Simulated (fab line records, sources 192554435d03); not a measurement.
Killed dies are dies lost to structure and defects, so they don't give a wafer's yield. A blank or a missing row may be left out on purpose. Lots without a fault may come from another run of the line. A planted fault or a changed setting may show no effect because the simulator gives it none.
Which tool did it? | flow n5_finfet | 10 lots, 30 wafers sampled, at 5 steps of a route of 1938

WHAT THE GAUGES READ, wafer by wafer
N5_START_INSPECT_01: inspects for defects (unpatterned scan). Usual: raw_defect_count 5.9, standard deviation 2.4.
lot  | measured    | on                | raw_defect_count | flag
L373 | day 1 12:02 | defect_inspect-01 | 4 10 7           |
L374 | day 1 18:02 | defect_inspect-01 | 4 8 8            |
L376 | day 2 06:02 | defect_inspect-01 | 3 3 9            |
L378 | day 2 18:02 | defect_inspect-01 | 4 10 4           |
L384 | day 4 06:02 | defect_inspect-01 | 6 7 6            |
L386 | day 4 18:02 | defect_inspect-02 | 6 4 3            |
L388 | day 5 06:02 | defect_inspect-01 | 7 5 7            |
L390 | day 5 18:02 | defect_inspect-02 | 6 3 5            |
L393 | day 6 12:02 | defect_inspect-02 | 3 8 5            |
L395 | day 7 00:02 | defect_inspect-01 | 6 7 3            |

N5_ZERO_LAYER_INSPECT_20: inspects for defects (darkfield). Usual: raw_defect_count 38, standard deviation 16.
lot  | measured    | on                | raw_defect_count | flag
L373 | day 1 13:18 | defect_inspect-02 | 13 53 34         |
L374 | day 1 19:16 | defect_inspect-01 | 28 30 28         |
L376 | day 2 07:20 | defect_inspect-01 | 60 59 57         |
L378 | day 2 19:47 | defect_inspect-02 | 29 33 25         |
L384 | day 4 07:23 | defect_inspect-02 | 26 36 21         |
L386 | day 4 19:25 | defect_inspect-01 | 30 24 25         |
L388 | day 5 07:23 | defect_inspect-01 | 33 27 48         |
L390 | day 5 19:23 | defect_inspect-02 | 24 24 42         |
L393 | day 6 13:34 | defect_inspect-02 | 103 74 54        |
L395 | day 7 01:24 | defect_inspect-02 | 39 31 67         |

N5_BEOL_M4_RC_MEAS_101. Usual: CJ_P 5.75, standard deviation 0.23; DIBL_N 36.9 mV/V, standard deviation 1.7; DIBL_P 36.7 mV/V, standard deviation 2.1; IOFF_N 0.17 nA/um, standard deviation 0.032; IOFF_P 0.22 nA/um, standard deviation 0.036; ION_N 674 uA/um, standard deviation 12; ION_P 461 uA/um, standard deviation 7; SS_N 71.7 mV/dec, standard deviation 0.6; SS_P 73.4 mV/dec, standard deviation 0.67; VT_N 249 mV, standard deviation 3.1; VT_P -250 mV, standard deviation 3.2.
lot  | measured     | on        | CJ_P           | DIBL_N (mV/V)  | DIBL_P (mV/V)  | IOFF_N (nA/um) | IOFF_P (nA/um) | ION_N (uA/um) | ION_P (uA/um) | SS_N (mV/dec)  | SS_P (mV/dec)  | VT_N (mV)   | VT_P (mV)      | flag
L373 | day 8 01:31  | prober-01 | 5.93 6.12 5.69 | 35.5 36.4 35.7 | 35.5 36.6 34.9 | 0.14 0.15 0.14 | 0.18 0.20 0.18 | 657 674 666   | 448 464 456   | 71.7 71.3 70.9 | 72.8 73.2 73.1 | 253 254 250 | -254 -251 -251 |
L374 | day 9 00:19  | prober-02 | 5.49 5.88 5.43 | 37.7 36.5 36.5 | 37.5 35.6 36.0 | 0.18 0.16 0.16 | 0.22 0.19 0.19 | 674 666 676   | 463 456 453   | 71.6 71.3 71.7 | 73.8 73.2 73.5 | 250 250 250 | -249 -252 -252 |
L376 | day 8 14:13  | prober-02 | 5.94 6.02 5.77 | 32.8 35.9 34.4 | 32.8 35.1 32.9 | 0.12 0.16 0.14 | 0.17 0.20 0.17 | 660 663 652   | 454 454 446   | 70.6 71.8 71.6 | 72.8 72.8 72.2 | 255 250 252 | -252 -252 -251 |
L378 | day 9 05:38  | prober-02 | 5.79 6.01 5.74 | 38.0 35.7 37.3 | 40.4 36.3 39.3 | 0.20 0.16 0.18 | 0.27 0.20 0.26 | 687 670 671   | 469 464 463   | 72.1 71.7 72.3 | 73.6 72.8 73.7 | 244 248 248 | -246 -251 -248 |
L384 | day 10 15:55 | prober-01 | 6.46 6.51 7.02 | 36.1 34.8 35.1 | 35.2 33.8 34.2 | 0.15 0.13 0.14 | 0.22 0.18 0.19 | 668 656 665   | 465 456 458   | 71.4 70.9 71.9 | 72.5 71.8 72.7 | 250 253 252 | -247 -253 -249 | OFF
L386 | day 11 09:40 | prober-02 | 6.85 6.33 6.75 | 34.9 35.7 36.9 | 35.1 34.7 37.1 | 0.13 0.14 0.17 | 0.16 0.16 0.18 | 673 672 686   | 455 453 459   | 70.6 71.3 71.6 | 73.0 73.2 74.1 | 251 253 250 | -256 -256 -252 | OFF
L388 | day 11 17:23 | prober-01 | 6.83 6.30 6.69 | 37.3 37.9 37.8 | 36.7 35.8 35.6 | 0.18 0.20 0.18 | 0.24 0.22 0.22 | 676 685 681   | 465 467 465   | 71.6 71.9 71.8 | 73.5 73.4 72.5 | 246 246 247 | -248 -251 -250 | OFF
L390 | day 12 06:56 | prober-02 | 5.97 5.86 5.67 | 38.5 35.0 32.8 | 38.0 34.8 32.0 | 0.19 0.13 0.11 | 0.24 0.20 0.16 | 676 654 660   | 466 458 455   | 71.9 71.2 70.6 | 73.7 72.8 72.6 | 248 252 253 | -249 -252 -255 |
L393 | day 13 01:27 | prober-01 | 5.40 5.96 5.34 | 35.4 37.0 35.2 | 37.3 37.7 37.1 | 0.16 0.17 0.15 | 0.21 0.22 0.21 | 681 682 682   | 464 465 461   | 71.1 70.8 71.0 | 73.6 73.7 73.0 | 248 248 250 | -250 -249 -249 |
L395 | day 13 07:12 | prober-02 | 6.12 5.88 5.93 | 37.5 38.9 35.0 | 38.7 40.3 35.1 | 0.20 0.23 0.14 | 0.28 0.30 0.22 | 681 696 660   | 473 471 468   | 72.4 72.0 71.2 | 74.4 74.2 73.2 | 244 245 251 | -247 -243 -249 |

WHICH TOOL RAN EACH LOT (tool, then ch and the chambers of the sampled wafers, then the start)
lot  | N5_WELL_APT_IMPLANT_15         | N5_WELL_APT_DESCUM_30
L373 | implanter-02 ch 0, day 1 14:11 | rie_diel-05 ch 0,1,2, day 1 15:08
L374 | implanter-01 ch 0, day 1 20:25 | rie_diel-02 ch 1,3, day 1 21:20
L376 | implanter-01 ch 0, day 2 08:08 | rie_diel-05 ch 0,1,3, day 2 09:02
L378 | implanter-01 ch 0, day 2 20:32 | rie_diel-04 ch 0,1, day 2 21:22
L384 | implanter-01 ch 0, day 4 08:23 | rie_diel-05 ch 0,2, day 4 09:11
L386 | implanter-01 ch 0, day 4 20:07 | rie_diel-05 ch 0,1,2, day 4 21:28
L388 | implanter-01 ch 0, day 5 08:16 | rie_diel-02 ch 1,2,3, day 5 09:02
L390 | implanter-02 ch 0, day 5 20:10 | rie_diel-04 ch 0,1,3, day 5 21:01
L393 | implanter-02 ch 0, day 6 14:34 | rie_diel-04 ch 0,2,3, day 6 15:26
L395 | implanter-02 ch 0, day 7 02:04 | rie_diel-02 ch 0,2,3, day 7 02:55
- N5_WELL_APT_IMPLANT_15
- N5_WELL_APT_DESCUM_30: chemistry O2, time 7.9 s.

WHAT THE TOOLS THEMSELVES READ (means of the sampled wafers that have a number; where no wafer has one, the mark that the record gives instead)
N5_WELL_APT_IMPLANT_15. Usual: beam_on_s 10.01 s, standard deviation 0.21; dose_ions_cm2 1.4999e+13, standard deviation 1.6e+10; faraday_current_uA 190, standard deviation 3.9.
lot  | tool         | beam_on_s (s) | dose_ions_cm2 | faraday_current_uA | flag
L373 | implanter-02 | 10.22         | 1.5011e+13    | 186                |
L374 | implanter-01 | 10.11         | 1.5016e+13    | 189                |
L376 | implanter-01 | 10.02         | 1.5013e+13    | 189                |
L378 | implanter-01 | 9.84          | 1.5003e+13    | 193                |
L384 | implanter-01 | 10.19         | 2.1172e+13    | 264                | OFF
L386 | implanter-01 | 10.01         | 2.1188e+13    | 269                | OFF
L388 | implanter-01 | 10.05         | 2.1183e+13    | 268                | OFF
L390 | implanter-02 | 9.89          | 1.5000e+13    | 192                |
L393 | implanter-02 | 9.97          | 1.4999e+13    | 191                |
L395 | implanter-02 | 10.16         | 1.5012e+13    | 187                |

N5_WELL_APT_DESCUM_30. Usual: drypump_motor_current_A 5.4 A, standard deviation 0.38; o2_flow_sccm 224.8 sccm, standard deviation 0.63; oes_product_au 0.78 a.u., standard deviation 0.082; rf_vpp_V 242.9 V, standard deviation 1.4; showerhead_plenum_p_Torr 2.07 Torr, standard deviation 0.084; throttle_valve_pct 20.34 %, standard deviation 0.17.
lot  | tool        | drypump_motor_current_A (A) | o2_flow_sccm (sccm) | oes_product_au (a.u.) | rf_vpp_V (V) | showerhead_plenum_p_Torr (Torr) | throttle_valve_pct (%) | flag
L373 | rie_diel-05 | 5.4                         | 225.3               | 0.81                  | 243.8        | 2.11                            | 20.18                  |
L374 | rie_diel-02 | 5.2                         | 224.8               | 0.69                  | 243.7        | 2.15                            | 20.60                  |
L376 | rie_diel-05 | 5.4                         | 225.1               | 0.79                  | 243.0        | 2.03                            | 20.25                  |
L378 | rie_diel-04 | 5.5                         | 225.1               | 0.75                  | 242.5        | 2.11                            | 20.46                  |
L384 | rie_diel-05 | 5.3                         | 224.6               | 0.81                  | 244.7        | 2.15                            | 20.10                  |
L386 | rie_diel-05 | 5.4                         | 224.8               | 0.79                  | 243.5        | 2.10                            | 20.22                  |
L388 | rie_diel-02 | 5.5                         | 225.3               | 0.87                  | 243.9        | 2.15                            | 20.28                  |
L390 | rie_diel-04 | 5.6                         | 225.5               | 0.72                  | 242.4        | 2.04                            | 20.41                  |
L393 | rie_diel-04 | 5.4                         | 224.8               | 0.78                  | 241.7        | 2.01                            | 20.36                  |
L395 | rie_diel-02 | 5.7                         | 224.5               | 0.80                  | 242.8        | 2.09                            | 20.36                  |

THE ANSWER, worked out from the rows above alone
Rule: a lot is off if the mean of its wafers that have a number lies more than 3 standard deviations from the usual mean. A lot without any number at a reading at which 4 lots or more have one is off too. The other lots that the step has rows for count as sound. The gauges are gone through in route order, then the tools' own readings, and for those a lot's mean is taken as printed above. The first step at which some lot is off is used, and at that step the reading that is off furthest; a lot without a number counts as furthest.
Off: L384, L386, L388, at N5_BEOL_M4_RC_MEAS_101 (CJ_P).
A tool fits if, at a process step before that reading, it ran every lot that is off, and no sound lot after the first of them. The gauges at N5_BEOL_M4_RC_MEAS_101 aren't tried: what is off there is off at N5_WELL_APT_IMPLANT_15 too, on other tools, and a gauge's error can't cause that. One fits: implanter-01 at N5_WELL_APT_IMPLANT_15. Its last sound lot is L378 (day 2 20:32), its first lot that is off L384 (day 4 08:23): a fault that began between those two fits.
The tool's own readings at N5_WELL_APT_IMPLANT_15 bear it out: on the lots that are off they differ by more than 5 times the standard deviation of the sound lots' means. dose_ions_cm2 reads 2.1181e+13 there against 1.5008e+13 on the sound lots; faraday_current_uA reads 267 there against 190 on the sound lots.

WHAT THE SIMULATOR HAD PUT IN
Process parameter drift: implanter-01, from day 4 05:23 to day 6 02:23, at N5_WELL_APT_IMPLANT_15. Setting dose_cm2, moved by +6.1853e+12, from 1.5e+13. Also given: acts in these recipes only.
Lots struck among those shown: L384, L386, L388. The rule above found the same.
